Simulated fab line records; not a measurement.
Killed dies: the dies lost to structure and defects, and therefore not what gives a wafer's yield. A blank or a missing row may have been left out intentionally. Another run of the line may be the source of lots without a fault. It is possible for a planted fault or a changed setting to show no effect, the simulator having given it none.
Which of the tools did it? :: flow n5_finfet :: Sampling: 24 lots, 72 wafers, 5 of 1938 route steps

== WHAT EACH GAUGE READ, for each wafer ==
N5_MOL_CONTACT_COAG_OVL_MEAS_85.
lot: L074
measured: day 5 06:58
on: overlay-01
VG_OVL (nm): 0.0 -0.3 -0.9

lot: L075
measured: day 5 16:06
on: overlay-02
VG_OVL (nm): 1.0 1.2 0.8

lot: L076
measured: day 5 19:16
on: overlay-01
VG_OVL (nm): 1.5 1.1 0.9

lot: L077
measured: day 5 21:38
on: overlay-02
VG_OVL (nm): 0.9 -0.1 -0.5

lot: L078
measured: day 6 04:17
on: overlay-02
VG_OVL (nm): -0.6 0.5 0.1

lot: L079
measured: day 6 11:12
on: overlay-01
VG_OVL (nm): 0.4 0.3 0.9

lot: L080
measured: day 6 15:04
on: overlay-01
VG_OVL (nm): -0.7 0.2 -0.6

lot: L081
measured: day 6 20:41
on: overlay-02
VG_OVL (nm): 0.3 -0.1 0.3

lot: L082
measured: day 7 01:44
on: overlay-02
VG_OVL (nm): -0.6 -0.1 -0.2

lot: L083
measured: day 7 09:46
on: overlay-02
VG_OVL (nm): 0.1 -0.3 -0.8

lot: L084
measured: day 7 17:35
on: overlay-02
VG_OVL (nm): -0.7 0.4 1.0

lot: L085
measured: day 7 18:05
on: overlay-02
VG_OVL (nm): 0.1 -0.1 -0.7

lot: L086
measured: day 7 23:34
on: overlay-02
VG_OVL (nm): -0.3 -0.7 -0.2

lot: L087
measured: day 8 10:35
on: overlay-01
VG_OVL (nm): -0.5 -0.9 -0.7

lot: L088
measured: day 8 15:31
on: overlay-02
VG_OVL (nm): 0.7 -0.2 0.2

lot: L089
measured: day 8 20:08
on: overlay-02
VG_OVL (nm): -0.6 0.1 -0.3

lot: L090
measured: day 9 06:37
on: overlay-01
VG_OVL (nm): 1.2 0.8 1.6

lot: L091
measured: day 9 08:13
on: overlay-02
VG_OVL (nm): 0.3 0.0 -0.4

lot: L092
measured: day 9 14:11
on: overlay-01
VG_OVL (nm): 1.1 0.4 -0.3

lot: L093
measured: day 9 19:58
on: overlay-01
VG_OVL (nm): -0.1 0.6 0.6

lot: L094
measured: day 10 11:23
on: overlay-01
VG_OVL (nm): 0.0 -0.1 0.7

lot: L095
measured: day 10 11:38
on: overlay-01
VG_OVL (nm): -0.8 -0.2 -1.3

lot: L096
measured: day 10 16:08
on: overlay-02
VG_OVL (nm): -0.7 0.6 0.1

lot: L097
measured: day 10 22:01
on: overlay-02
VG_OVL (nm): 0.1 -1.1 -1.5

N5_MOL_CONTACT_COAG_OVL_MEAS_41.
lot: L074
measured: day 5 08:23
on: overlay-02
VD_OVL (nm): -2.4 -1.1 -1.7

lot: L075
measured: day 5 17:27
on: overlay-02
VD_OVL (nm): -1.3 -0.1 0.2

lot: L076
measured: day 5 20:41
on: overlay-01
VD_OVL (nm): 0.0 -0.7 -1.7

lot: L077
measured: day 6 00:20
on: overlay-02
VD_OVL (nm): -1.1 -0.4 -0.3

lot: L078
measured: day 6 06:20
on: overlay-02
VD_OVL (nm): -0.3 -0.1 0.2

lot: L079
measured: day 6 13:02
on: overlay-01
VD_OVL (nm): 0.2 0.0 0.1

lot: L080
measured: day 6 16:22
on: overlay-01
VD_OVL (nm): -0.3 -0.6 -0.5

lot: L081
measured: day 6 22:14
on: overlay-01
VD_OVL (nm): 0.5 0.2 0.2

lot: L082
measured: day 7 03:28
on: overlay-02
VD_OVL (nm): -0.1 0.9 -0.8

lot: L083
measured: day 7 11:36
on: overlay-01
VD_OVL (nm): -0.4 0.7 0.1

lot: L084
measured: day 7 19:59
on: overlay-01
VD_OVL (nm): -0.6 1.4 -0.4

lot: L085
measured: day 7 20:35
on: overlay-02
VD_OVL (nm): -0.1 -0.8 -0.6

lot: L086
measured: day 8 01:14
on: overlay-01
VD_OVL (nm): 0.1 0.1 -0.8

lot: L087
measured: day 8 12:29
on: overlay-01
VD_OVL (nm): -0.3 0.4 -0.4

lot: L088
measured: day 8 17:19
on: overlay-01
VD_OVL (nm): -0.4 0.2 0.1

lot: L089
measured: day 8 21:52
on: overlay-02
VD_OVL (nm): -1.3 -0.1 -0.6

lot: L090
measured: day 9 08:04
on: overlay-01
VD_OVL (nm): -0.4 0.5 -0.5

lot: L091
measured: day 9 09:31
on: overlay-02
VD_OVL (nm): 0.3 0.7 0.0

lot: L092
measured: day 9 15:34
on: overlay-01
VD_OVL (nm): -1.8 0.0 -0.8

lot: L093
measured: day 9 21:25
on: overlay-01
VD_OVL (nm): -0.5 1.3 0.6

lot: L094
measured: day 10 12:49
on: overlay-01
VD_OVL (nm): 0.0 -0.1 0.5

lot: L095
measured: day 10 13:01
on: overlay-02
VD_OVL (nm): -0.3 -1.6 -0.2

lot: L096
measured: day 10 17:31
on: overlay-01
VD_OVL (nm): 0.1 -0.3 0.4

lot: L097
measured: day 10 23:39
on: overlay-01
VD_OVL (nm): 0.5 -0.4 0.3

== EACH LOT AND THE TOOL THAT RAN IT (in order: tool; ch and the chambers of the sampled wafers; start) ==
lot: L074
N5_MOL_CONTACT_COAG_CMP_28: cmp-02 ch 0,1,3, day 5 05:19
N5_MOL_CONTACT_COAG_ETCHBACK_132: rie_diel-01 ch 0,3, day 5 07:23
N5_MOL_CONTACT_COAG_STRIP_96: rie_diel-01 ch 0,3, day 5 07:37

lot: L075
N5_MOL_CONTACT_COAG_CMP_28: cmp-04 ch 2,3, day 5 14:49
N5_MOL_CONTACT_COAG_ETCHBACK_132: rie_diel-05 ch 0,1,2, day 5 16:34
N5_MOL_CONTACT_COAG_STRIP_96: rie_diel-05 ch 0,1,2, day 5 16:48

lot: L076
N5_MOL_CONTACT_COAG_CMP_28: cmp-02 ch 2,3, day 5 18:04
N5_MOL_CONTACT_COAG_ETCHBACK_132: rie_diel-06 ch 2,3, day 5 19:49
N5_MOL_CONTACT_COAG_STRIP_96: rie_diel-06 ch 2,3, day 5 20:03

lot: L077
N5_MOL_CONTACT_COAG_CMP_28: cmp-04 ch 1,2,3, day 5 20:30
N5_MOL_CONTACT_COAG_ETCHBACK_132: rie_diel-06 ch 0,2,3, day 5 23:28
N5_MOL_CONTACT_COAG_STRIP_96: rie_diel-06 ch 0,2,3, day 5 23:41

lot: L078
N5_MOL_CONTACT_COAG_CMP_28: cmp-04 ch 0,2,3, day 6 03:04
N5_MOL_CONTACT_COAG_ETCHBACK_132: rie_diel-06 ch 0,1,2, day 6 05:22
N5_MOL_CONTACT_COAG_STRIP_96: rie_diel-06 ch 0,1,2, day 6 05:35

lot: L079
N5_MOL_CONTACT_COAG_CMP_28: cmp-04 ch 0,2,3, day 6 09:59
N5_MOL_CONTACT_COAG_ETCHBACK_132: rie_diel-01 ch 0,2,3, day 6 12:11
N5_MOL_CONTACT_COAG_STRIP_96: rie_diel-01 ch 0,2,3, day 6 12:25

lot: L080
N5_MOL_CONTACT_COAG_CMP_28: cmp-04 ch 0,3, day 6 13:44
N5_MOL_CONTACT_COAG_ETCHBACK_132: rie_diel-05 ch 0,2, day 6 15:32
N5_MOL_CONTACT_COAG_STRIP_96: rie_diel-05 ch 0,2, day 6 15:45

lot: L081
N5_MOL_CONTACT_COAG_CMP_28: cmp-04 ch 0,2,3, day 6 19:25
N5_MOL_CONTACT_COAG_ETCHBACK_132: rie_diel-05 ch 0,1, day 6 21:16
N5_MOL_CONTACT_COAG_STRIP_96: rie_diel-05 ch 0,1, day 6 21:29

lot: L082
N5_MOL_CONTACT_COAG_CMP_28: cmp-02 ch 1,2,3, day 7 00:31
N5_MOL_CONTACT_COAG_ETCHBACK_132: rie_diel-05 ch 2,3, day 7 02:37
N5_MOL_CONTACT_COAG_STRIP_96: rie_diel-05 ch 2,3, day 7 02:50

lot: L083
N5_MOL_CONTACT_COAG_CMP_28: cmp-04 ch 1,2, day 7 08:21
N5_MOL_CONTACT_COAG_ETCHBACK_132: rie_diel-06 ch 2,3, day 7 10:37
N5_MOL_CONTACT_COAG_STRIP_96: rie_diel-06 ch 2,3, day 7 10:50

lot: L084
N5_MOL_CONTACT_COAG_CMP_28: cmp-02 ch 1,2,3, day 7 16:23
N5_MOL_CONTACT_COAG_ETCHBACK_132: rie_diel-06 ch 0,3, day 7 18:50
N5_MOL_CONTACT_COAG_STRIP_96: rie_diel-06 ch 0,3, day 7 19:03

lot: L085
N5_MOL_CONTACT_COAG_CMP_28: cmp-04 ch 0,1, day 7 16:53
N5_MOL_CONTACT_COAG_ETCHBACK_132: rie_diel-06 ch 2,3, day 7 19:44
N5_MOL_CONTACT_COAG_STRIP_96: rie_diel-06 ch 2,3, day 7 19:58

lot: L086
N5_MOL_CONTACT_COAG_CMP_28: cmp-01 ch 0,3, day 7 22:13
N5_MOL_CONTACT_COAG_ETCHBACK_132: rie_diel-01 ch 0,1,3, day 7 23:58
N5_MOL_CONTACT_COAG_STRIP_96: rie_diel-01 ch 0,1,3, day 8 00:12

lot: L087
N5_MOL_CONTACT_COAG_CMP_28: cmp-02 ch 0,2, day 8 09:16
N5_MOL_CONTACT_COAG_ETCHBACK_132: rie_diel-05 ch 0,3, day 8 11:39
N5_MOL_CONTACT_COAG_STRIP_96: rie_diel-05 ch 0,3, day 8 11:53

lot: L088
N5_MOL_CONTACT_COAG_CMP_28: cmp-01 ch 0,3, day 8 14:10
N5_MOL_CONTACT_COAG_ETCHBACK_132: rie_diel-06 ch 0,1, day 8 16:28
N5_MOL_CONTACT_COAG_STRIP_96: rie_diel-06 ch 0,1, day 8 16:42

lot: L089
N5_MOL_CONTACT_COAG_CMP_28: cmp-01 ch 0,1,3, day 8 19:01
N5_MOL_CONTACT_COAG_ETCHBACK_132: rie_diel-01 ch 0,1,2, day 8 21:02
N5_MOL_CONTACT_COAG_STRIP_96: rie_diel-01 ch 0,1,2, day 8 21:16

lot: L090
N5_MOL_CONTACT_COAG_CMP_28: cmp-04 ch 0,3, day 9 05:17
N5_MOL_CONTACT_COAG_ETCHBACK_132: rie_diel-01 ch 0,1,2, day 9 07:10
N5_MOL_CONTACT_COAG_STRIP_96: rie_diel-01 ch 0,1,2, day 9 07:23

lot: L091
N5_MOL_CONTACT_COAG_CMP_28: cmp-01 ch 0,2,3, day 9 07:05
N5_MOL_CONTACT_COAG_ETCHBACK_132: rie_diel-06 ch 0,3, day 9 08:37
N5_MOL_CONTACT_COAG_STRIP_96: rie_diel-06 ch 0,3, day 9 08:50

lot: L092
N5_MOL_CONTACT_COAG_CMP_28: cmp-04 ch 0,1,3, day 9 12:52
N5_MOL_CONTACT_COAG_ETCHBACK_132: rie_diel-05 ch 0,3, day 9 14:35
N5_MOL_CONTACT_COAG_STRIP_96: rie_diel-05 ch 0,3, day 9 14:49

lot: L093
N5_MOL_CONTACT_COAG_CMP_28: cmp-04 ch 2,3, day 9 18:44
N5_MOL_CONTACT_COAG_ETCHBACK_132: rie_diel-06 ch 0,2,3, day 9 20:34
N5_MOL_CONTACT_COAG_STRIP_96: rie_diel-06 ch 0,2,3, day 9 20:47

lot: L094
N5_MOL_CONTACT_COAG_CMP_28: cmp-04 ch 1,2,3, day 10 09:47
N5_MOL_CONTACT_COAG_ETCHBACK_132: rie_diel-01 ch 0,1,2, day 10 11:51
N5_MOL_CONTACT_COAG_STRIP_96: rie_diel-01 ch 0,1,2, day 10 12:04

lot: L095
N5_MOL_CONTACT_COAG_CMP_28: cmp-01 ch 0,1, day 10 10:26
N5_MOL_CONTACT_COAG_ETCHBACK_132: rie_diel-01 ch 1,2,3, day 10 12:10
N5_MOL_CONTACT_COAG_STRIP_96: rie_diel-01 ch 1,2,3, day 10 12:23

lot: L096
N5_MOL_CONTACT_COAG_CMP_28: cmp-01 ch 1,2, day 10 14:49
N5_MOL_CONTACT_COAG_ETCHBACK_132: rie_diel-05 ch 0,2,3, day 10 16:32
N5_MOL_CONTACT_COAG_STRIP_96: rie_diel-05 ch 0,2,3, day 10 16:46

lot: L097
N5_MOL_CONTACT_COAG_CMP_28: cmp-04 ch 1,3, day 10 20:43
N5_MOL_CONTACT_COAG_ETCHBACK_132: rie_diel-05 ch 0,2,3, day 10 22:41
N5_MOL_CONTACT_COAG_STRIP_96: rie_diel-05 ch 0,2,3, day 10 22:54
- N5_MOL_CONTACT_COAG_CMP_28: polishes, stops on SiNx, t overpolish 0.85 s, target thk 14.522 nm.
- N5_MOL_CONTACT_COAG_ETCHBACK_132: etches SiO2 in CHF3, target depth 10 nm, time 6.7 s.
- N5_MOL_CONTACT_COAG_STRIP_96: strips in N2/H2.

== AS READ BY THE TOOLS THEMSELVES (means over the sampled wafers that have a number; for cases with no such wafer, the mark the record gives instead) ==
N5_MOL_CONTACT_COAG_CMP_28.
lot: L074
tool: cmp-02
motor_current_A (A): 11.0
time_to_endpoint_s (s): 1.5

lot: L075
tool: cmp-04
motor_current_A (A): 12.4
time_to_endpoint_s (s): 7.2

lot: L076
tool: cmp-02
motor_current_A (A): 10.8
time_to_endpoint_s (s): 2.6

lot: L077
tool: cmp-04
motor_current_A (A): 12.6
time_to_endpoint_s (s): 3.5

lot: L078
tool: cmp-04
motor_current_A (A): 13.7
time_to_endpoint_s (s): 1.6

lot: L079
tool: cmp-04
motor_current_A (A): 13.4
time_to_endpoint_s (s): 3.5

lot: L080
tool: cmp-04
motor_current_A (A): 14.0
time_to_endpoint_s (s): 5.0

lot: L081
tool: cmp-04
motor_current_A (A): 13.8
time_to_endpoint_s (s): 4.4

lot: L082
tool: cmp-02
motor_current_A (A): 10.5
time_to_endpoint_s (s): 2.6

lot: L083
tool: cmp-04
motor_current_A (A): 12.3
time_to_endpoint_s (s): 7.9

lot: L084
tool: cmp-02
motor_current_A (A): 10.7
time_to_endpoint_s (s): 5.9

lot: L085
tool: cmp-04
motor_current_A (A): 13.5
time_to_endpoint_s (s): 7.4

lot: L086
tool: cmp-01
motor_current_A (A): 11.9
time_to_endpoint_s (s): 6.5

lot: L087
tool: cmp-02
motor_current_A (A): 11.5
time_to_endpoint_s (s): 4.2

lot: L088
tool: cmp-01
motor_current_A (A): 11.9
time_to_endpoint_s (s): 6.7

lot: L089
tool: cmp-01
motor_current_A (A): 12.9
time_to_endpoint_s (s): 4.9

lot: L090
tool: cmp-04
motor_current_A (A): 14.0
time_to_endpoint_s (s): 7.6

lot: L091
tool: cmp-01
motor_current_A (A): 13.9
time_to_endpoint_s (s): 4.7

lot: L092
tool: cmp-04
motor_current_A (A): 13.6
time_to_endpoint_s (s): 6.8

lot: L093
tool: cmp-04
motor_current_A (A): 12.6
time_to_endpoint_s (s): 6.7

lot: L094
tool: cmp-04
motor_current_A (A): 13.0
time_to_endpoint_s (s): 4.8

lot: L095
tool: cmp-01
motor_current_A (A): 12.6
time_to_endpoint_s (s): 5.0

lot: L096
tool: cmp-01
motor_current_A (A): 14.1
time_to_endpoint_s (s): 4.2

lot: L097
tool: cmp-04
motor_current_A (A): 13.3
time_to_endpoint_s (s): 4.3

N5_MOL_CONTACT_COAG_ETCHBACK_132.
lot: L074
tool: rie_diel-01
bias_w (W): 170.0
chamber_pressure_mTorr (mTorr): 30.021
drypump_motor_current_A (A): 5.1
oes_product_au (a.u.): 0.74
rf_vpp_V (V): 535
showerhead_plenum_p_Torr (Torr): 2.34
throttle_valve_pct (%): 18.76

lot: L075
tool: rie_diel-05
bias_w (W): 169.8
chamber_pressure_mTorr (mTorr): 30.012
drypump_motor_current_A (A): 5.8
oes_product_au (a.u.): 0.77
rf_vpp_V (V): 528
showerhead_plenum_p_Torr (Torr): 2.38
throttle_valve_pct (%): 18.60

lot: L076
tool: rie_diel-06
bias_w (W): 169.5
chamber_pressure_mTorr (mTorr): 29.992
drypump_motor_current_A (A): 5.8
oes_product_au (a.u.): 0.70
rf_vpp_V (V): 528
showerhead_plenum_p_Torr (Torr): 2.28
throttle_valve_pct (%): 18.88

lot: L077
tool: rie_diel-06
bias_w (W): 169.4
chamber_pressure_mTorr (mTorr): 30.009
drypump_motor_current_A (A): 5.9
oes_product_au (a.u.): 0.73
rf_vpp_V (V): 525
showerhead_plenum_p_Torr (Torr): 2.32
throttle_valve_pct (%): 18.83

lot: L078
tool: rie_diel-06
bias_w (W): 170.0
chamber_pressure_mTorr (mTorr): 29.984
drypump_motor_current_A (A): 5.7
oes_product_au (a.u.): 0.76
rf_vpp_V (V): 520
showerhead_plenum_p_Torr (Torr): 2.33
throttle_valve_pct (%): 18.88

lot: L079
tool: rie_diel-01
bias_w (W): 170.1
chamber_pressure_mTorr (mTorr): 30.002
drypump_motor_current_A (A): 5.5
oes_product_au (a.u.): 0.79
rf_vpp_V (V): 529
showerhead_plenum_p_Torr (Torr): 2.36
throttle_valve_pct (%): 18.61

lot: L080
tool: rie_diel-05
bias_w (W): 170.0
chamber_pressure_mTorr (mTorr): 30.000
drypump_motor_current_A (A): 5.9
oes_product_au (a.u.): 0.82
rf_vpp_V (V): 525
showerhead_plenum_p_Torr (Torr): 2.37
throttle_valve_pct (%): 18.45

lot: L081
tool: rie_diel-05
bias_w (W): 170.0
chamber_pressure_mTorr (mTorr): 30.033
drypump_motor_current_A (A): 5.9
oes_product_au (a.u.): 0.77
rf_vpp_V (V): 523
showerhead_plenum_p_Torr (Torr): 2.35
throttle_valve_pct (%): 18.73

lot: L082
tool: rie_diel-05
bias_w (W): 170.1
chamber_pressure_mTorr (mTorr): 29.995
drypump_motor_current_A (A): 5.7
oes_product_au (a.u.): 0.69
rf_vpp_V (V): 535
showerhead_plenum_p_Torr (Torr): 2.45
throttle_valve_pct (%): 18.77

lot: L083
tool: rie_diel-06
bias_w (W): 169.5
chamber_pressure_mTorr (mTorr): 30.014
drypump_motor_current_A (A): 5.9
oes_product_au (a.u.): 0.69
rf_vpp_V (V): 527
showerhead_plenum_p_Torr (Torr): 2.27
throttle_valve_pct (%): 18.90

lot: L084
tool: rie_diel-06
bias_w (W): 170.0
chamber_pressure_mTorr (mTorr): 30.006
drypump_motor_current_A (A): 5.5
oes_product_au (a.u.): 0.72
rf_vpp_V (V): 529
showerhead_plenum_p_Torr (Torr): 2.31
throttle_valve_pct (%): 18.93

lot: L085
tool: rie_diel-06
bias_w (W): 169.7
chamber_pressure_mTorr (mTorr): 29.962
drypump_motor_current_A (A): 6.2
oes_product_au (a.u.): 0.68
rf_vpp_V (V): 524
showerhead_plenum_p_Torr (Torr): 2.26
throttle_valve_pct (%): 18.83

lot: L086
tool: rie_diel-01
bias_w (W): 170.3
chamber_pressure_mTorr (mTorr): 29.989
drypump_motor_current_A (A): 5.1
oes_product_au (a.u.): 0.73
rf_vpp_V (V): 531
showerhead_plenum_p_Torr (Torr): 2.34
throttle_valve_pct (%): 18.74

lot: L087
tool: rie_diel-05
bias_w (W): 170.5
chamber_pressure_mTorr (mTorr): 30.030
drypump_motor_current_A (A): 6.1
oes_product_au (a.u.): 0.82
rf_vpp_V (V): 523
showerhead_plenum_p_Torr (Torr): 2.37
throttle_valve_pct (%): 18.63

lot: L088
tool: rie_diel-06
bias_w (W): 170.1
chamber_pressure_mTorr (mTorr): 29.978
drypump_motor_current_A (A): 5.1
oes_product_au (a.u.): 0.76
rf_vpp_V (V): 518
showerhead_plenum_p_Torr (Torr): 2.34
throttle_valve_pct (%): 19.04

lot: L089
tool: rie_diel-01
bias_w (W): 170.3
chamber_pressure_mTorr (mTorr): 29.992
drypump_motor_current_A (A): 5.5
oes_product_au (a.u.): 0.79
rf_vpp_V (V): 526
showerhead_plenum_p_Torr (Torr): 2.36
throttle_valve_pct (%): 18.59

lot: L090
tool: rie_diel-01
bias_w (W): 170.2
chamber_pressure_mTorr (mTorr): 30.015
drypump_motor_current_A (A): 5.5
oes_product_au (a.u.): 0.79
rf_vpp_V (V): 525
showerhead_plenum_p_Torr (Torr): 2.36
throttle_valve_pct (%): 18.61

lot: L091
tool: rie_diel-06
bias_w (W): 170.2
chamber_pressure_mTorr (mTorr): 30.011
drypump_motor_current_A (A): 5.5
oes_product_au (a.u.): 0.73
rf_vpp_V (V): 526
showerhead_plenum_p_Torr (Torr): 2.36
throttle_valve_pct (%): 18.90

lot: L092
tool: rie_diel-05
bias_w (W): 169.8
chamber_pressure_mTorr (mTorr): 30.005
drypump_motor_current_A (A): 6.1
oes_product_au (a.u.): 0.76
rf_vpp_V (V): 525
showerhead_plenum_p_Torr (Torr): 2.42
throttle_valve_pct (%): 18.90

lot: L093
tool: rie_diel-06
bias_w (W): 169.9
chamber_pressure_mTorr (mTorr): 29.965
drypump_motor_current_A (A): 5.9
oes_product_au (a.u.): 0.81
rf_vpp_V (V): 527
showerhead_plenum_p_Torr (Torr): 2.40
throttle_valve_pct (%): 18.76

lot: L094
tool: rie_diel-01
bias_w (W): 169.8
chamber_pressure_mTorr (mTorr): 30.007
drypump_motor_current_A (A): 5.5
oes_product_au (a.u.): 0.78
rf_vpp_V (V): 524
showerhead_plenum_p_Torr (Torr): 2.36
throttle_valve_pct (%): 18.63

lot: L095
tool: rie_diel-01
bias_w (W): 170.0
chamber_pressure_mTorr (mTorr): 30.003
drypump_motor_current_A (A): 5.6
oes_product_au (a.u.): 0.83
rf_vpp_V (V): 527
showerhead_plenum_p_Torr (Torr): 2.37
throttle_valve_pct (%): 18.50

lot: L096
tool: rie_diel-05
bias_w (W): 169.7
chamber_pressure_mTorr (mTorr): 30.004
drypump_motor_current_A (A): 5.9
oes_product_au (a.u.): 0.84
rf_vpp_V (V): 529
showerhead_plenum_p_Torr (Torr): 2.41
throttle_valve_pct (%): 18.62

lot: L097
tool: rie_diel-05
bias_w (W): 169.7
chamber_pressure_mTorr (mTorr): 30.001
drypump_motor_current_A (A): 6.0
oes_product_au (a.u.): 0.83
rf_vpp_V (V): 529
showerhead_plenum_p_Torr (Torr): 2.41
throttle_valve_pct (%): 18.62

N5_MOL_CONTACT_COAG_STRIP_96.
lot: L074
tool: rie_diel-01
chamber_pressure_mTorr (mTorr): 50.00
drypump_motor_current_A (A): 5.1
oes_product_au (a.u.): 0.74
rf_vpp_V (V): 122.1
showerhead_plenum_p_Torr (Torr): 3.32
temp_c (C): 40.19
throttle_valve_pct (%): 19.1

lot: L075
tool: rie_diel-05
chamber_pressure_mTorr (mTorr): 50.03
drypump_motor_current_A (A): 5.8
oes_product_au (a.u.): 0.78
rf_vpp_V (V): 122.0
showerhead_plenum_p_Torr (Torr): 3.35
temp_c (C): 39.98
throttle_valve_pct (%): 18.9

lot: L076
tool: rie_diel-06
chamber_pressure_mTorr (mTorr): 50.01
drypump_motor_current_A (A): 5.9
oes_product_au (a.u.): 0.71
rf_vpp_V (V): 122.4
showerhead_plenum_p_Torr (Torr): 3.22
temp_c (C): 39.94
throttle_valve_pct (%): 19.5

lot: L077
tool: rie_diel-06
chamber_pressure_mTorr (mTorr): 49.93
drypump_motor_current_A (A): 5.9
oes_product_au (a.u.): 0.73
rf_vpp_V (V): 120.9
showerhead_plenum_p_Torr (Torr): 3.26
temp_c (C): 40.04
throttle_valve_pct (%): 19.2

lot: L078
tool: rie_diel-06
chamber_pressure_mTorr (mTorr): 50.04
drypump_motor_current_A (A): 5.7
oes_product_au (a.u.): 0.75
rf_vpp_V (V): 122.0
showerhead_plenum_p_Torr (Torr): 3.26
temp_c (C): 39.99
throttle_valve_pct (%): 18.8

lot: L079
tool: rie_diel-01
chamber_pressure_mTorr (mTorr): 50.04
drypump_motor_current_A (A): 5.6
oes_product_au (a.u.): 0.79
rf_vpp_V (V): 121.5
showerhead_plenum_p_Torr (Torr): 3.33
temp_c (C): 39.94
throttle_valve_pct (%): 18.8

lot: L080
tool: rie_diel-05
chamber_pressure_mTorr (mTorr): 50.03
drypump_motor_current_A (A): 5.9
oes_product_au (a.u.): 0.83
rf_vpp_V (V): 120.3
showerhead_plenum_p_Torr (Torr): 3.35
temp_c (C): 39.97
throttle_valve_pct (%): 18.9

lot: L081
tool: rie_diel-05
chamber_pressure_mTorr (mTorr): 50.04
drypump_motor_current_A (A): 5.9
oes_product_au (a.u.): 0.78
rf_vpp_V (V): 120.9
showerhead_plenum_p_Torr (Torr): 3.30
temp_c (C): 39.98
throttle_valve_pct (%): 18.9

lot: L082
tool: rie_diel-05
chamber_pressure_mTorr (mTorr): 49.93
drypump_motor_current_A (A): 5.7
oes_product_au (a.u.): 0.68
rf_vpp_V (V): 122.0
showerhead_plenum_p_Torr (Torr): 3.46
temp_c (C): 40.07
throttle_valve_pct (%): 19.2

lot: L083
tool: rie_diel-06
chamber_pressure_mTorr (mTorr): 49.99
drypump_motor_current_A (A): 5.8
oes_product_au (a.u.): 0.69
rf_vpp_V (V): 121.5
showerhead_plenum_p_Torr (Torr): 3.21
temp_c (C): 39.85
throttle_valve_pct (%): 19.6

lot: L084
tool: rie_diel-06
chamber_pressure_mTorr (mTorr): 49.96
drypump_motor_current_A (A): 5.5
oes_product_au (a.u.): 0.72
rf_vpp_V (V): 120.7
showerhead_plenum_p_Torr (Torr): 3.26
temp_c (C): 40.00
throttle_valve_pct (%): 19.5

lot: L085
tool: rie_diel-06
chamber_pressure_mTorr (mTorr): 49.98
drypump_motor_current_A (A): 6.2
oes_product_au (a.u.): 0.69
rf_vpp_V (V): 122.0
showerhead_plenum_p_Torr (Torr): 3.20
temp_c (C): 39.86
throttle_valve_pct (%): 19.4

lot: L086
tool: rie_diel-01
chamber_pressure_mTorr (mTorr): 49.91
drypump_motor_current_A (A): 5.1
oes_product_au (a.u.): 0.74
rf_vpp_V (V): 121.4
showerhead_plenum_p_Torr (Torr): 3.31
temp_c (C): 39.91
throttle_valve_pct (%): 19.0

lot: L087
tool: rie_diel-05
chamber_pressure_mTorr (mTorr): 49.94
drypump_motor_current_A (A): 6.1
oes_product_au (a.u.): 0.83
rf_vpp_V (V): 121.8
showerhead_plenum_p_Torr (Torr): 3.34
temp_c (C): 39.93
throttle_valve_pct (%): 18.9

lot: L088
tool: rie_diel-06
chamber_pressure_mTorr (mTorr): 50.00
drypump_motor_current_A (A): 5.1
oes_product_au (a.u.): 0.76
rf_vpp_V (V): 121.3
showerhead_plenum_p_Torr (Torr): 3.27
temp_c (C): 39.98
throttle_valve_pct (%): 18.8

lot: L089
tool: rie_diel-01
chamber_pressure_mTorr (mTorr): 49.95
drypump_motor_current_A (A): 5.5
oes_product_au (a.u.): 0.79
rf_vpp_V (V): 121.9
showerhead_plenum_p_Torr (Torr): 3.33
temp_c (C): 39.92
throttle_valve_pct (%): 18.6

lot: L090
tool: rie_diel-01
chamber_pressure_mTorr (mTorr): 49.97
drypump_motor_current_A (A): 5.5
oes_product_au (a.u.): 0.79
rf_vpp_V (V): 121.1
showerhead_plenum_p_Torr (Torr): 3.33
temp_c (C): 40.02
throttle_valve_pct (%): 18.6

lot: L091
tool: rie_diel-06
chamber_pressure_mTorr (mTorr): 49.99
drypump_motor_current_A (A): 5.6
oes_product_au (a.u.): 0.74
rf_vpp_V (V): 122.1
showerhead_plenum_p_Torr (Torr): 3.30
temp_c (C): 40.05
throttle_valve_pct (%): 19.1

lot: L092
tool: rie_diel-05
chamber_pressure_mTorr (mTorr): 49.99
drypump_motor_current_A (A): 6.1
oes_product_au (a.u.): 0.76
rf_vpp_V (V): 122.8
showerhead_plenum_p_Torr (Torr): 3.40
temp_c (C): 39.95
throttle_valve_pct (%): 19.0

lot: L093
tool: rie_diel-06
chamber_pressure_mTorr (mTorr): 49.97
drypump_motor_current_A (A): 5.9
oes_product_au (a.u.): 0.82
rf_vpp_V (V): 121.4
showerhead_plenum_p_Torr (Torr): 3.38
temp_c (C): 39.93
throttle_valve_pct (%): 19.1

lot: L094
tool: rie_diel-01
chamber_pressure_mTorr (mTorr): 49.99
drypump_motor_current_A (A): 5.5
oes_product_au (a.u.): 0.77
rf_vpp_V (V): 121.4
showerhead_plenum_p_Torr (Torr): 3.32
temp_c (C): 39.88
throttle_valve_pct (%): 18.6

lot: L095
tool: rie_diel-01
chamber_pressure_mTorr (mTorr): 50.04
drypump_motor_current_A (A): 5.6
oes_product_au (a.u.): 0.83
rf_vpp_V (V): 121.5
showerhead_plenum_p_Torr (Torr): 3.35
temp_c (C): 39.99
throttle_valve_pct (%): 18.6

lot: L096
tool: rie_diel-05
chamber_pressure_mTorr (mTorr): 49.98
drypump_motor_current_A (A): 5.9
oes_product_au (a.u.): 0.85
rf_vpp_V (V): 122.2
showerhead_plenum_p_Torr (Torr): 3.39
temp_c (C): 40.01
throttle_valve_pct (%): 19.0

lot: L097
tool: rie_diel-05
chamber_pressure_mTorr (mTorr): 49.99
drypump_motor_current_A (A): 5.9
oes_product_au (a.u.): 0.83
rf_vpp_V (V): 121.3
showerhead_plenum_p_Torr (Torr): 3.39
temp_c (C): 40.01
throttle_valve_pct (%): 19.0

== THE ANSWER, worked out from the rows above alone ==
Rule: the usual values come from the lots themselves. The widest of any qualifying gaps counts: lots, ordered by their means at a reading, are off when they make up no more than a third of the lots, leave a main group of 4 or more, and stand apart from it by 3 or more times the standard deviation of that group's means. If all means in a main group match to the digits the tables above print for the reading, that group is not used. Also off: a lot with no number at a reading for which 4 or more lots have one. Where the step has rows for the other lots, those lots are counted as sound. After the gauges, taken in route order, come the tools' own readings; for these a lot's mean is taken, as printed above. The first step at which some lot is off is used, and at that step the reading that is off furthest; a lot without a number counts as furthest.
No lot is off on any of the readings shown, so nothing can be concluded from this.

== WHAT THE SIMULATOR PUT IN ==
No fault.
